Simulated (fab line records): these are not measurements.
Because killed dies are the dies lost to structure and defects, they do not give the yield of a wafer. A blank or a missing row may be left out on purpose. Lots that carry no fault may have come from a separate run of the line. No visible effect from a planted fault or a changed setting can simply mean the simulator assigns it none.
fab line records	flow nand_harc
[record] lots = 13	wafers = 37	last_day = 33
route steps=1302 shown A_CHANNEL_HOLE_D1@489 A_CHANNEL_FILL_D1@493 END@1302
lots that met no fault: from a run of the same line without faults
start_h: hours from the record's first day to the start of the lot's first wafer shown	wait_h: hours since the lot's step before	" unchanged from the row above	L1.1+2: a single row standing in for several wafers	- no value, or no start given	* or withheld: withheld	< > ~ a bound
route shown NAME@n: NAME is a module with steps in the file, n the number in the route of the first one	usual: mean/standard deviation of fault-free wafers	same: alike in all rows	chamber/n: place in a boat	sites: the reading at each site	_std_site: the values' standard deviation	_edge_site: inner sites' mean taken away from outer sites' mean	radius_mm: for every site, how far away it sits from the centre of the wafer	mask NAME#n: copy n	behind: the most recent tool/chamber to have shaped the wafer	hold: why the lot went on hold/how many hours it stayed there/how the hold came to an end	device: transistor that didn't switch, given as n, p or np	end of line: tests of these same wafers at the route's end	a step given without rows: its recipe and nothing more	killed: at the first sort, the dies lost to defects and structure; wafer yield is something else	map: the dies of a wafer, with x for killed, . for not killed, _ for no die there
set.NAME: the run value of the setting; set.NAME@STEP: its run value at that earlier step	model.NAME: the simulator's own value behind a step, which no gauge read
route steps across a sampled set of lots; one table per step, one row per wafer
services: a tool's chamber out of use, with start hour (start_h, from the record's first day; less than 0 if before it), hours out, and reason
[[steps]]
[step NHARC_A_CHANNEL_HOLE_D1_INSPECT_40]
[usual] raw_defect_count = 75/32
lot.wafer	tool	chamber	start_h	wait_h	raw_defect_count
L912.1	defect_inspect-01	-	182.24	-	99
L912.3	"	-	"	"	97
L912.5	"	-	"	"	107
L913.1	defect_inspect-02	-	192.79	-	117
L913.4	"	-	"	"	95
L913.5	"	-	"	"	95
L914.2	defect_inspect-02	-	203.37	-	75
L914.4	"	-	"	"	94
L914.6	"	-	"	"	96
L916.1	defect_inspect-01	-	226.06	-	97
L916.3	"	-	"	"	113
L916.6	"	-	"	"	130
L918.3	defect_inspect-02	-	243.57	-	76
L925.2	defect_inspect-01	-	331.18	-	91
L925.3	"	-	"	"	103
L925.5	"	-	"	"	110
L927.2	defect_inspect-02	-	339.28	-	48
L927.4	"	-	"	"	53
L927.5	"	-	"	"	86
L928.4	defect_inspect-02	-	352.20	-	35
L928.5	"	-	"	"	44
L928.6	"	-	"	"	38
L929.2	defect_inspect-01	-	355.26	-	97
L929.4	"	-	"	"	74
L929.5	"	-	"	"	113
L930.1	defect_inspect-02	-	365.49	-	113
L930.2	"	-	"	"	89
L930.3	"	-	"	"	98
L931.3	defect_inspect-02	-	376.23	-	161
L931.4	"	-	"	"	136
L931.6	"	-	"	"	128
L932.2	defect_inspect-02	-	389.05	-	59
L932.5	"	-	"	"	62
L932.6	"	-	"	"	44
L933.2	defect_inspect-02	-	400.77	-	47
L933.4	"	-	"	"	45
L933.5	"	-	"	"	41
[step NHARC_A_CHANNEL_FILL_D1_ALD_03]
[recipe] target_thk_a = 60	pulse_time_s = 60	ald_cycles = 58	temp_c = 630	pressure_torr = 2	material = SiNx
[usual] chamber_pressure_Torr = 2.001/0.0045	precursor_pulse_height_rel = 0.997/0.017
lot.wafer	tool	chamber	start_h	wait_h	chamber_pressure_Torr	precursor_pulse_height_rel
L912.1	ald_sin_batch-03	0	-	-	1.993	0.984
L912.3	"	0	"	"	1.997	0.991
L912.5	"	0	"	"	2.001	0.981
L913.1	ald_sin_batch-03	0	-	-	2.008	1.022
L913.4	"	0	"	"	2.000	1.001
L913.5	"	0	"	"	2.007	1.011
L914.2	ald_sin_batch-02	0	-	-	1.995	1.001
L914.4	"	0	"	"	1.998	0.992
L914.6	"	0	"	"	1.998	0.984
L916.1	ald_sin_batch-02	0	-	-	2.000	1.015
L916.3	"	0	"	"	2.000	0.986
L916.6	"	0	"	"	2.009	0.969
L918.3	ald_sin_batch-03	0	-	-	2.002	0.985
L925.2	ald_sin_batch-01	0	-	-	2.002	0.999
L925.3	"	0	"	"	1.995	0.973
L925.5	"	0	"	"	1.998	0.992
L927.2	ald_sin_batch-03	0	-	-	2.004	0.998
L927.4	"	0	"	"	2.000	1.004
L927.5	"	0	"	"	2.001	1.005
L928.4	ald_sin_batch-03	0	-	-	1.996	1.029
L928.5	"	0	"	"	2.001	0.977
L928.6	"	0	"	"	1.993	0.991
L929.2	ald_sin_batch-03	0	-	-	2.001	1.015
L929.4	"	0	"	"	1.996	1.032
L929.5	"	0	"	"	1.996	0.995
L930.1	ald_sin_batch-01	0	-	-	1.997	1.013
L930.2	"	0	"	"	2.001	0.996
L930.3	"	0	"	"	2.001	0.968
L931.3	ald_sin_batch-03	0	-	-	2.003	1.008
L931.4	"	0	"	"	2.001	1.010
L931.6	"	0	"	"	2.002	0.973
L932.2	ald_sin_batch-03	0	-	-	1.999	0.984
L932.5	"	0	"	"	1.996	0.997
L932.6	"	0	"	"	2.001	0.987
L933.2	ald_sin_batch-03	0	-	-	2.014	0.965
L933.4	"	0	"	"	2.007	1.013
L933.5	"	0	"	"	2.002	1.013
[step NHARC_A_CHANNEL_FILL_D1_ETCHBACK_08]
[recipe] target_depth_a = 2200	time_s = 110	c4f8_flow_sccm = 20	ar_flow_sccm = withheld	rf_w = 600	bias_w = 300	chemistry = C4F8
[usual] oes_product_au = 0.96/0.037	rf_vpp_V = 442/3.3
lot.wafer	tool	chamber	start_h	wait_h	oes_product_au	rf_hours_counter_h	rf_vpp_V
L912.1	rie_diel-10	2	-	-	0.92	9.6	445
L912.3	"	3	"	"	0.94	8.4	436
L912.5	"	0	"	"	0.91	-	437
L913.1	rie_diel-09	0	-	-	0.94	4.0	438
L913.4	"	1	"	"	0.99	3.1	443
L913.5	"	0	"	"	0.92	-	439
L914.2	rie_diel-13	3	-	-	0.92	4.5	443
L914.4	"	0	"	"	0.93	4.4	439
L914.6	"	3	"	"	0.91	-	444
L916.3	rie_diel-13	2	-	-	0.93	4.9	436
L916.1	"	3	"	"	0.93	5.0	444
L916.6	"	2	"	"	0.93	-	437
L918.3	rie_diel-13	0	-	-	1.00	6.0	440
L925.3	rie_diel-13	3	-	-	0.93	2.9	445
L925.2	"	0	"	"	0.94	2.7	438
L925.5	"	3	"	"	0.93	-	444
L927.4	rie_diel-09	3	-	-	0.97	3.0	446
L927.2	"	0	"	"	0.96	2.8	439
L927.5	"	3	"	"	0.97	-	445
L928.5	rie_diel-10	3	-	-	0.94	-	437
L928.4	"	1	"	"	0.93	-	443
L928.6	"	2	"	"	0.92	-	444
L929.4	rie_diel-09	2	-	-	1.00	3.5	447
L929.2	"	3	"	"	1.01	3.3	445
L929.5	"	1	"	"	1.00	-	441
L930.3	rie_diel-09	2	-	-	1.00	4.6	445
L930.2	"	3	"	"	1.01	4.4	444
L930.1	"	1	"	"	1.00	3.2	443
L931.3	rie_diel-09	1	-	-	1.01	3.7	440
L931.4	"	0	"	"	0.99	4.4	440
L931.6	"	1	"	"	1.00	-	442
L932.2	rie_diel-09	0	-	-	0.98	5.1	440
L932.5	"	2	"	"	1.01	-	443
L932.6	"	3	"	"	1.01	-	445
L933.4	rie_diel-13	0	-	-	0.94	7.7	439
L933.2	"	1	"	"	0.93	1.8	442
L933.5	"	2	"	"	0.92	-	437
[step NHARC_A_CHANNEL_FILL_D1_STRIP_29]
[recipe] time_s = 20	o2_flow_sccm = 500	ar_flow_sccm = 0	bias_w = 0	chemistry = O2
[usual] drypump_motor_current_A = 5.9/0.4	oes_product_au = 1.002/0.0098	rf_vpp_V = 57.8/0.98	showerhead_plenum_p_Torr = 3.58/0.17	throttle_valve_pct = 17.036/0.008
[same] bias_w = 0
lot.wafer	tool	chamber	start_h	wait_h	drypump_motor_current_A	oes_product_au	rf_hours_counter_h	rf_vpp_V	showerhead_plenum_p_Torr	throttle_valve_pct
L912.1	rie_diel-10	0	228.86	-	5.8	0.989	9.8	56.3	3.31	17.041
L912.3	"	2	"	"	4.8	0.996	9.7	58.8	3.73	17.035
L912.5	"	0	"	"	5.9	1.005	-	56.9	3.31	17.017
L913.4	rie_diel-09	2	237.23	-	6.0	1.003	3.7	59.8	3.77	17.038
L913.1	"	3	"	"	5.9	1.006	4.2	57.0	3.79	17.039
L913.5	"	2	"	"	6.0	1.011	-	60.0	3.77	17.037
L914.4	rie_diel-13	1	249.99	-	6.4	0.998	4.4	57.6	3.59	17.031
L914.2	"	2	"	"	5.5	1.019	4.6	58.1	3.30	17.030
L914.6	"	0	"	"	5.4	1.024	-	58.2	3.43	17.029
L916.1	rie_diel-13	1	269.90	-	6.4	0.990	4.9	59.1	3.59	17.041
L916.3	"	2	"	"	5.5	0.993	4.9	58.4	3.29	17.043
L916.6	"	1	"	"	6.4	1.002	-	58.5	3.59	17.040
L918.3	rie_diel-13	2	286.69	-	5.5	1.006	5.8	56.3	3.29	17.033
L925.2	rie_diel-13	2	372.89	0.1	5.5	0.979	2.9	58.3	3.29	17.031
L925.3	"	3	"	"	6.3	0.991	3.0	59.4	3.73	17.041
L925.5	"	3	"	"	6.3	1.007	-	58.9	3.73	17.023
L927.4	rie_diel-09	3	383.59	-	5.9	1.014	3.0	58.8	3.78	17.026
L927.2	"	0	"	"	6.1	1.002	2.9	57.9	3.45	17.029
L927.5	"	3	"	"	5.9	1.009	-	57.9	3.78	17.036
L928.5	rie_diel-10	1	394.51	0.1	5.8	1.007	-	58.6	3.60	17.036
L928.4	"	2	"	"	4.8	0.993	-	58.7	3.73	17.034
L928.6	"	3	"	"	5.7	1.014	-	57.9	3.33	17.039
L929.4	rie_diel-09	2	396.49	-	6.0	1.019	3.5	57.7	3.77	17.038
L929.2	"	1	"	"	6.3	0.996	2.5	58.3	3.57	17.023
L929.5	"	2	"	"	6.0	1.015	-	59.2	3.77	17.046
L930.2	rie_diel-09	1	409.49	-	6.3	1.000	3.2	56.3	3.57	17.031
L930.3	"	2	"	"	6.0	1.008	4.7	58.4	3.76	17.047
L930.1	"	3	"	"	5.9	1.015	4.5	59.2	3.78	17.035
L931.4	rie_diel-09	1	422.24	-	6.3	1.001	3.7	55.7	3.57	17.026
L931.3	"	3	"	"	5.9	1.015	4.8	57.4	3.78	17.036
L931.6	"	1	"	"	6.3	0.996	-	58.2	3.57	17.023
L932.2	rie_diel-09	1	437.63	-	6.3	0.993	4.7	57.1	3.57	17.036
L932.6	"	1	"	"	6.3	1.000	-	58.4	3.57	17.048
L932.5	"	2	"	"	6.0	1.000	-	59.0	3.76	17.046
L933.2	rie_diel-13	0	447.06	-	5.4	1.014	7.7	58.5	3.43	17.045
L933.4	"	2	"	"	5.5	1.003	7.8	54.9	3.29	17.024
L933.5	"	0	"	"	5.4	1.018	-	56.6	3.43	17.048
[step NHARC_END_SORT_01]
[recipe] temp_c = 25
[usual] killed_at_array = 63/17	killed_at_other = 0.8/1.1	killed_at_periphery = 3.5/3	killed_dies = 67/17	killed_open = 3.1/1.6	killed_short = 2.6/1.4
[same] gross_dies = 677
lot.wafer	tool	chamber	start_h	wait_h	killed_at_array	killed_at_other	killed_at_periphery	killed_dies	killed_open	killed_short
L912.1	prober-02	0	580.63	2.5	70	0	5	75	3	1
L912.3	prober-02	0	582.22	3.1	75	1	3	79	4	6
L912.5	prober-02	0	583.80	3.7	72	0	2	74	7	4
L916.1	prober-02	0	593.56	2.5	106	1	1	108	3	2
L916.3	prober-02	0	595.17	3.1	163	0	3	166	5	3
L916.6	prober-02	0	597.59	4.0	90	0	3	93	4	3
L918.3	prober-02	0	658.43	3.1	121	0	2	123	3	1
L925.2	prober-01	0	706.80	2.8	80	3	6	89	2	4
L925.3	prober-01	0	707.58	3.1	73	1	6	80	2	2
L925.5	prober-01	0	709.16	3.7	77	0	7	84	2	3
L927.2	prober-02	0	716.33	2.8	61	2	2	65	5	2
L927.4	prober-02	0	717.92	3.4	51	2	7	60	1	3
L927.5	prober-02	0	718.71	3.7	51	1	3	55	2	3
L929.2	prober-01	0	732.87	2.8	46	0	7	53	2	4
L929.4	prober-01	0	734.46	3.4	52	1	2	55	3	3
L929.5	prober-01	0	735.25	3.7	65	2	1	68	3	6
L928.4	prober-02	0	734.46	3.4	57	0	6	63	3	2
L928.5	prober-02	0	735.26	3.7	69	0	1	70	5	3
L928.6	prober-02	0	736.06	4.0	76	0	4	80	1	4
L931.3	prober-01	0	752.73	3.1	81	1	1	83	3	4
L931.4	prober-01	0	753.55	3.4	98	1	0	99	5	1
L931.6	prober-01	0	755.18	4.1	102	0	1	103	5	2
L930.1	prober-01	0	758.98	2.5	61	0	2	63	6	3
L930.2	prober-01	0	759.77	2.8	54	0	2	56	4	2
L930.3	prober-01	0	760.57	3.1	57	0	1	58	2	4
L932.2	prober-02	0	771.91	2.8	61	1	4	66	6	4
L932.5	prober-02	0	774.34	3.7	72	0	2	74	1	5
L932.6	prober-02	0	775.15	4.1	59	0	5	64	2	3
L933.2	prober-01	0	779.66	2.8	61	0	2	63	0	2
L933.5	prober-01	0	782.06	3.7	68	0	6	74	5	3
// killed by level:class
L912.1 A_CHANNEL_HOLE_D1:chamber_film_flake=29 A_CHANNEL_HOLE_D2:chamber_film_flake=25 A_STAIRCASE:chamber_film_flake=9 A_CONTACT:chamber_film_flake=4 P_ZERO_WELL:chamber_film_flake=2 P_M2:chamber_film_flake=2 P_CONTACT:geometric_particle:open=1 A_CHANNEL_HOLE_D1:geometric_particle:open=1
L912.3 A_CHANNEL_HOLE_D2:chamber_film_flake=27 A_CHANNEL_HOLE_D1:chamber_film_flake=25 A_STAIRCASE:chamber_film_flake=7 A_CONTACT:chamber_film_flake=5 A_DECK1_JOINT:geometric_particle:short=2 P_M2:chamber_film_flake=2 A_CHANNEL_FILL_D2:chamber_film_flake=2 A_SOURCE_PLATE:geometric_particle:open=1
L912.5 A_CHANNEL_HOLE_D2:chamber_film_flake=27 A_CHANNEL_HOLE_D1:chamber_film_flake=25 A_STAIRCASE:chamber_film_flake=7 A_CONTACT:chamber_film_flake=3 P_M0:geometric_particle:open=1 A_ONON_D1:geometric_particle:open=1 A_ONON_D1:geometric_particle:short=1 A_CHANNEL_FILL_D1:geometric_particle:open=1
L916.1 A_CHANNEL_HOLE_D1:chamber_film_flake=37 A_CHANNEL_HOLE_D2:chamber_film_flake=34 A_SLIT:chamber_film_flake=27 A_CHANNEL_FILL_D1:geometric_particle:short=2 A_ONON_D1:geometric_particle:open=1 A_WL_FILL:geometric_particle:open=1 A_M0:geometric_particle:open=1 P_GATE:chamber_film_flake=1
L916.3 A_CHANNEL_FILL_D1:unspecified=76 A_SLIT:chamber_film_flake=31 A_CHANNEL_HOLE_D1:chamber_film_flake=27 A_CHANNEL_HOLE_D2:chamber_film_flake=19 A_CONTACT:chamber_film_flake=3 P_STI:geometric_particle:short=1 P_CONTACT:geometric_particle:open=1 A_ONON_D1:geometric_particle:open=1
L916.6 A_CHANNEL_HOLE_D1:chamber_film_flake=32 A_CHANNEL_HOLE_D2:chamber_film_flake=32 A_SLIT:chamber_film_flake=13 A_CONTACT:chamber_film_flake=5 P_GATE:geometric_particle:open=1 P_M0:geometric_particle:open=1 A_ONON_D1:geometric_particle:open=1 A_CHANNEL_FILL_D2:geometric_particle:open=1
L918.3 A_CHANNEL_FILL_D1:unspecified=77 A_CHANNEL_HOLE_D2:chamber_film_flake=26 A_CHANNEL_HOLE_D1:chamber_film_flake=6 A_CONTACT:chamber_film_flake=3 A_DECK1_JOINT:chamber_film_flake=2 A_ONON_D2:geometric_particle:open=1 A_STAIRCASE:geometric_particle:short=1 A_WL_FILL:geometric_particle:open=1
L925.2 A_SLIT:chamber_film_flake=39 A_CHANNEL_HOLE_D1:chamber_film_flake=27 A_CONTACT:chamber_film_flake=5 P_STI:chamber_film_flake=2 P_BONDPAD:chamber_film_flake=2 A_WL_FILL:chamber_film_flake=2 THIN_TSV:chamber_film_flake=2 P_M0:geometric_particle:short=1
L925.3 A_SLIT:chamber_film_flake=32 A_CHANNEL_HOLE_D1:chamber_film_flake=24 A_DECK1_JOINT:chamber_film_flake=3 A_WL_FILL:chamber_film_flake=3 P_STI:chamber_film_flake=2 A_STAIRCASE:chamber_film_flake=2 A_CONTACT:chamber_film_flake=2 P_M0:geometric_particle:open=1
L925.5 A_SLIT:chamber_film_flake=37 A_CHANNEL_HOLE_D1:chamber_film_flake=28 P_STI:chamber_film_flake=3 A_CONTACT:chamber_film_flake=2 P_GATE:chamber_film_flake=2 A_CHANNEL_FILL_D1:chamber_film_flake=2 A_DECK1_JOINT:chamber_film_flake=2 P_M0:geometric_particle:short=1
L927.2 A_CHANNEL_HOLE_D2:chamber_film_flake=19 A_CONTACT:chamber_film_flake=15 A_CHANNEL_HOLE_D1:chamber_film_flake=10 A_SLIT:chamber_film_flake=8 A_ZERO_WELL:chamber_film_flake=2 THIN_TSV:chamber_film_flake=2 P_CONTACT:geometric_particle:short=1 A_CHANNEL_HOLE_D1:geometric_particle:open=1
L927.4 A_CHANNEL_HOLE_D2:chamber_film_flake=21 A_CHANNEL_HOLE_D1:chamber_film_flake=11 A_SLIT:chamber_film_flake=5 A_CONTACT:chamber_film_flake=5 P_ZERO_WELL:chamber_film_flake=3 A_STAIRCASE:chamber_film_flake=2 THIN_TSV:chamber_film_flake=2 P_GATE:geometric_particle:open=1
L927.5 A_CONTACT:chamber_film_flake=15 A_CHANNEL_HOLE_D2:chamber_film_flake=14 A_CHANNEL_HOLE_D1:chamber_film_flake=11 A_STAIRCASE:chamber_film_flake=4 A_SLIT:chamber_film_flake=3 P_BONDPAD:chamber_film_flake=2 P_CONTACT:geometric_particle:open=1 A_CHANNEL_HOLE_D1:geometric_particle:short=1
L929.2 A_CHANNEL_HOLE_D1:chamber_film_flake=27 A_CONTACT:chamber_film_flake=7 A_STAIRCASE:chamber_film_flake=6 A_DECK1_JOINT:chamber_film_flake=3 P_M0:geometric_particle:short=2 P_GATE:geometric_particle:short=1 P_CONTACT:geometric_particle:open=1 A_ONON_D1:geometric_particle:short=1
L929.4 A_CHANNEL_HOLE_D1:chamber_film_flake=34 A_CONTACT:chamber_film_flake=6 A_STAIRCASE:chamber_film_flake=5 A_SLIT:chamber_film_flake=2 P_GATE:geometric_particle:short=1 P_M1:geometric_particle:open=1 A_ONON_D1:geometric_particle:open=1 A_ONON_D1:geometric_particle:short=1
L928.4 A_SLIT:chamber_film_flake=24 A_CHANNEL_HOLE_D2:chamber_film_flake=16 A_CHANNEL_HOLE_D1:chamber_film_flake=7 A_CONTACT:chamber_film_flake=7 A_STAIRCASE:chamber_film_flake=3 P_GATE:geometric_particle:open=1 P_GATE:geometric_particle:short=1 P_CONTACT:geometric_particle:open=1
L929.5 A_CHANNEL_HOLE_D1:chamber_film_flake=35 A_STAIRCASE:chamber_film_flake=9 A_CONTACT:chamber_film_flake=7 A_SLIT:chamber_film_flake=3 A_ONON_D1:geometric_particle:short=2 A_DECK1_JOINT:chamber_film_flake=2 THIN_TSV:chamber_film_flake=2 P_M0:geometric_particle:short=1
L928.5 A_SLIT:chamber_film_flake=35 A_CHANNEL_HOLE_D2:chamber_film_flake=21 A_CHANNEL_HOLE_D1:chamber_film_flake=6 A_M0:geometric_particle:open=2 P_M0:geometric_particle:open=1 A_CHANNEL_FILL_D1:geometric_particle:short=1 A_DECK1_JOINT:geometric_particle:short=1 A_ONON_D2:geometric_particle:short=1
L928.6 A_SLIT:chamber_film_flake=37 A_CHANNEL_HOLE_D2:chamber_film_flake=22 A_CHANNEL_HOLE_D1:chamber_film_flake=7 A_CONTACT:chamber_film_flake=4 P_STI:chamber_film_flake=2 A_CHANNEL_FILL_D1:geometric_particle:short=1 A_ONON_D2:geometric_particle:short=1 A_CHANNEL_HOLE_D2:geometric_particle:open=1
L931.3 A_CHANNEL_HOLE_D1:chamber_film_flake=27 A_SLIT:chamber_film_flake=27 A_BLC:chamber_film_flake=10 A_CONTACT:chamber_film_flake=5 A_WL_FILL:chamber_film_flake=3 A_STAIRCASE:chamber_film_flake=2 P_M0:geometric_particle:open=1 A_ONON_D1:geometric_particle:short=1
L931.4 A_SLIT:chamber_film_flake=35 A_CHANNEL_HOLE_D1:chamber_film_flake=30 A_CHANNEL_HOLE_D2:chamber_film_flake=11 A_BLC:chamber_film_flake=7 A_DECK1_JOINT:chamber_film_flake=3 A_STAIRCASE:chamber_film_flake=3 A_CONTACT:chamber_film_flake=3 A_ONON_D1:geometric_particle:short=1
L931.6 A_CHANNEL_HOLE_D1:chamber_film_flake=35 A_SLIT:chamber_film_flake=29 A_CONTACT:chamber_film_flake=12 A_CHANNEL_HOLE_D2:chamber_film_flake=7 A_STAIRCASE:chamber_film_flake=5 A_BLC:chamber_film_flake=5 A_M0:geometric_particle:open=2 A_WL_FILL:chamber_film_flake=2
L930.1 A_CHANNEL_HOLE_D2:chamber_film_flake=25 A_CHANNEL_HOLE_D1:chamber_film_flake=9 A_STAIRCASE:chamber_film_flake=8 A_SLIT:chamber_film_flake=6 A_CONTACT:chamber_film_flake=2 P_CONTACT:geometric_particle:open=1 A_CHANNEL_FILL_D1:geometric_particle:open=1 A_CHANNEL_FILL_D1:geometric_particle:short=1
L930.2 A_CHANNEL_HOLE_D2:chamber_film_flake=23 A_CHANNEL_HOLE_D1:chamber_film_flake=14 A_CONTACT:chamber_film_flake=4 A_STAIRCASE:chamber_film_flake=3 A_SLIT:chamber_film_flake=3 A_DECK1_JOINT:geometric_particle:open=2 P_M2:geometric_particle:short=1 A_ONON_D1:geometric_particle:open=1
L930.3 A_CHANNEL_HOLE_D2:chamber_film_flake=24 A_CHANNEL_HOLE_D1:chamber_film_flake=9 A_STAIRCASE:chamber_film_flake=8 A_SLIT:chamber_film_flake=7 A_DECK1_JOINT:chamber_film_flake=3 P_M0:geometric_particle:open=1 A_SOURCE_PLATE:geometric_particle:short=1 A_CHANNEL_FILL_D1:geometric_particle:short=1
L932.2 A_CHANNEL_HOLE_D2:chamber_film_flake=28 A_CHANNEL_HOLE_D1:chamber_film_flake=9 A_CONTACT:chamber_film_flake=8 A_SLIT:chamber_film_flake=5 P_GATE:chamber_film_flake=4 A_ONON_D1:geometric_particle:open=3 A_CHANNEL_FILL_D1:geometric_particle:short=2 A_ONON_D1:geometric_particle:short=1
L932.5 A_CHANNEL_HOLE_D2:chamber_film_flake=30 A_CHANNEL_HOLE_D1:chamber_film_flake=15 A_CONTACT:chamber_film_flake=11 A_SLIT:chamber_film_flake=5 A_STAIRCASE:chamber_film_flake=3 P_GATE:chamber_film_flake=2 A_DECK1_JOINT:geometric_particle:short=1 A_ONON_D2:geometric_particle:short=1
L932.6 A_CHANNEL_HOLE_D2:chamber_film_flake=31 A_CHANNEL_HOLE_D1:chamber_film_flake=11 A_STAIRCASE:chamber_film_flake=5 A_CONTACT:chamber_film_flake=5 P_GATE:chamber_film_flake=3 A_SGD_CUT:geometric_particle:short=2 A_SLIT:chamber_film_flake=2 P_M0:geometric_particle:open=1
L933.2 A_SLIT:chamber_film_flake=37 A_CHANNEL_HOLE_D1:chamber_film_flake=14 A_CHANNEL_HOLE_D2:chamber_film_flake=3 A_ZERO_WELL:chamber_film_flake=2 A_CONTACT:chamber_film_flake=2 A_CHANNEL_FILL_D1:geometric_particle:short=1 A_BLC:geometric_particle:short=1 P_GATE:chamber_film_flake=1
L933.5 A_SLIT:chamber_film_flake=39 A_CHANNEL_HOLE_D1:chamber_film_flake=16 P_GATE:chamber_film_flake=4 A_CHANNEL_FILL_D2:geometric_particle:open=3 A_DECK1_JOINT:chamber_film_flake=2 A_CONTACT:chamber_film_flake=2 P_M0:geometric_particle:open=1 A_ONON_D2:geometric_particle:short=1
[[services]]
tool	chamber	start_h	hours	kind
rie_diel-13	-	165.29	9.0	pm
rie_diel-09	0	176.60	-	clean
rie_diel-09	1	176.60	-	clean
rie_diel-09	2	176.60	-	clean
rie_diel-09	3	176.60	-	clean
rie_diel-09	0	201.10	-	clean
rie_diel-09	1	201.10	-	clean
rie_diel-09	2	201.10	-	clean
rie_diel-09	3	201.10	-	clean
rie_diel-09	1	215.03	11.2	repair
rie_diel-10	-	242.50	9.0	pm
ald_sin_batch-02	-	266.00	26.0	pm
rie_diel-09	-	320.10	9.0	pm
rie_diel-10	1	321.12	6.6	repair
rie_diel-13	-	342.29	9.0	pm
rie_diel-13	1	353.90	60.0	repair
rie_diel-09	1	356.85	6.0	repair
rie_diel-13	-	364.18	1.8	repair
rie_diel-09	1	374.04	5.1	repair
rie_diel-13	-	380.10	0.2	repair
rie_diel-10	0	394.00	3.6	repair
rie_diel-10	-	419.50	9.0	pm
rie_diel-13	-	440.38	0.2	repair
rie_diel-13	2	443.77	1.6	repair
[[key]]
[first_sign] step = NHARC_END_SORT_01	reading = killed_at_array	direction = up	sigmas = 4.5	usual = 63	struck = 142
[effect] step = NHARC_END_SORT_01	reading = killed_dies	direction = up	sigmas = 4.4	usual = 67	struck = 144
[more_kills_born_at] NHARC_A_CHANNEL_FILL_D1_STRIP_29@rie_diel-13 = 153
met_at NHARC_A_CHANNEL_FILL_D1_STRIP_29
struck_lots L916,L918
struck_wafers L916.3,L918.3
tester_left_out L916,L918
not_acting_at NHARC_A_CHANNEL_HOLE_D1_INSPECT_40,NHARC_A_CHANNEL_FILL_D1_ALD_03,NHARC_A_CHANNEL_FILL_D1_ETCHBACK_08
onset_between 249.99 269.90
[fault] kind = chamber_particle_source	tool = rie_diel-13	chamber = 2	onset_h = 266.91	steps = NHARC_A_CHANNEL_FILL_D1_STRIP_29	rate_per_visit_cm2 = 1.2047	end_h = 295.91
// tester_left_out: of these lots the tester's yield and bins aren't shown, on N5 and GAA mostly nor the transistor test; their killed dies are dies lost to structure and defects alone, not to doping, threshold or leakage, so they don't give the yield
